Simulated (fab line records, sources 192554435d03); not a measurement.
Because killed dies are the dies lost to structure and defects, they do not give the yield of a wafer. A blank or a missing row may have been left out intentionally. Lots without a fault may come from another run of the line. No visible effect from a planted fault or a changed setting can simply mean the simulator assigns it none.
A struck lot beside a sound one    flow n5-finfet    38 steps out of a route of 1938
Sound: wafers L658.2, L658.5, L658.6. Struck: wafer L655.3. (L655.1 of the same lot was not struck and is left out.) The cause comes at the end.
At each step with rows: each side's tool, then ch and its chambers, then its first start. Under that, the readings that differ: sound wafers    struck wafers    difference of the means    sigmas: that difference in standard deviations of wafers without a fault.
alike: words and numbers the same on both sides, and readings whose means are apart by under 2 such deviations; not compared: readings that were withheld, readings missing a value for some wafer, numbers with overlapping values and no deviation given by the record, and bounds like >300 which may hide the same value.
A row with sigmas, a row that says differs or no value, or rows on one side alone: a step with any of these is where the two part. Numbers that don't overlap but have no deviation are shown without sigmas and don't part them. A reading missing from all wafers of one side parts the sides only when that side holds two or more wafers.

first, 9 steps without rows for these wafers: N5_BEOL_M0_ANNEAL_135 (time 60 s); N5_BEOL_M0_SPUTTER_141 (material Cu, target thk 4 nm, time 7.37 s); N5_BEOL_M0_ECD_118 (material Cu, target thk 300 nm); N5_BEOL_M0_ANNEAL_119 (time 90 s); N5_BEOL_M0_CMP_120 (polishes, stops on SiOC, t overpolish 6.9 s); N5_BEOL_M0_PRE_CLEAN_131 (time 15 s); N5_BEOL_M0_CO_CAP_123 (material Co, precursor CCTBA/H2, target thk 2 nm, time 102.1 s); N5_BEOL_M0_PRE_CLEAN_124 (time 15 s); N5_BEOL_M0_DEP_125 (deposits SiCN from 3MS/NH3, target thk 8 nm, time 14 s).
N5_BEOL_M1_ILD_DEP_00: deposits SiOC from DEMS/O2, target thk 79 nm, time 15.3 s.
  sound on pecvd-03 ch 0,2, day 11 15:50; struck on pecvd-01 ch 2, day 10 20:05
reading                                       sound           struck  difference  sigmas
model.SiOC_of_BEOL_M1_ILD_DEP_00.thk-nm (nm)  78.8 80.8 79.8  48.4    -31.4       
  alike: heater-power-w, showerhead-plenum-p-Torr, throttle-valve-pct
N5_BEOL_M1_THK_MEAS_01:
  sound on film-metro-02 at day 11 15:55; struck on film-metro-01 at day 10 20:09
reading          sound           struck  difference  sigmas
M1_ILD_THK (nm)  78.7 80.8 79.9  48.4    -31.4       -32
then, 24 steps without rows for these wafers: N5_BEOL_M1_PECVD_72 (deposits SiO2 from TEOS/O2, target thk 16 nm, time 18 s); N5_BEOL_M1_HM_DEP_02 (deposits TiN, target thk 20 nm); N5_BEOL_M1_COAT_61 (time 60 s, resist thk 60 nm); N5_BEOL_M1_COAT_62 (time 60 s, resist thk 12 nm); N5_BEOL_M1_COAT_73 (time 60 s, resist thk 5 nm); N5_BEOL_M1_COAT_05 (resist thk 30 nm); N5_BEOL_M1_EBR_07; N5_BEOL_M1_SOFTBAKE_06 (time 60 s); N5_BEOL_M1_EXPOSE_08 (exposes mask M1); N5_BEOL_M1_PEB_09 (peb time 60 s); N5_BEOL_M1_DEVELOP_10 (develop time 30 s); N5_BEOL_M1_DESCUM_16 (chemistry O2, time 7 s); N5_BEOL_M1_ETCH_74 (etches underlayer in N2/H2, target depth 6.5 nm, time 5.2 s); N5_BEOL_M1_ETCH_63 (etches SiARC in CF4, target depth 15.6 nm, time 26 s); N5_BEOL_M1_ETCH_64 (etches SOC in N2/H2, target depth 75 nm, overetch 15 nm, time 112.5 s); N5_BEOL_M1_STRIP_65 (strips in N2/H2); N5_BEOL_M1_STRIP_75 (strips in N2/H2); N5_BEOL_M1_STRIP_66 (strips in CF4); N5_BEOL_M1_HM_OPEN_17 (chemistry Cl2/BCl3, target TiN, target depth 20 nm, overetch 6 nm); N5_BEOL_M1_STRIP_19 (strips in O2); N5_BEOL_M1_COAT_67 (time 60 s, resist thk 60 nm); N5_BEOL_M1_COAT_68 (time 60 s, resist thk 12 nm); N5_BEOL_M1_COAT_76 (time 60 s, resist thk 5 nm); N5_BEOL_M1_COAT_22 (resist thk 30 nm).
N5_BEOL_M1_CMP_52: polishes, stops on SiOC, t overpolish 6.8 s, target thk 40 nm.
  sound on cmp-02 ch 1,2, day 12 02:02; struck on cmp-01 ch 0, day 11 14:35
reading                                       sound           struck  difference  sigmas
model.Cu_of_BEOL_M1_ECD_50.thk-nm (nm)        40.4 41 40.8    7.4     -33.3       
model.SiOC_of_BEOL_M1_ILD_DEP_00.thk-nm (nm)  77.8 79.8 78.8  47.4    -31.4       
  alike: motor-current-A, slurry-filter-dp-kPa
N5_BEOL_M4_RC_MEAS_101:
  the record has rows for the sound wafers here (prober-02 ch 0, day 14 13:12) and none for the struck ones
-- the record jumps here: 8 days lie between the struck wafers' starts before and after (it left off in module BEOL_M4 and takes up again in module PASSIVATION, whose first step shown is number 1936 of the route) --
N5_PASSIVATION_PROBE_49:
  record: rows for the struck wafers here (prober-01, day 19 12:41), none for the sound ones

## WHERE THEY PART
Last at N5_PASSIVATION_PROBE_49 as far as this record goes, first at N5_BEOL_M1_THK_MEAS_01.

WHY: whatever the simulator had introduced
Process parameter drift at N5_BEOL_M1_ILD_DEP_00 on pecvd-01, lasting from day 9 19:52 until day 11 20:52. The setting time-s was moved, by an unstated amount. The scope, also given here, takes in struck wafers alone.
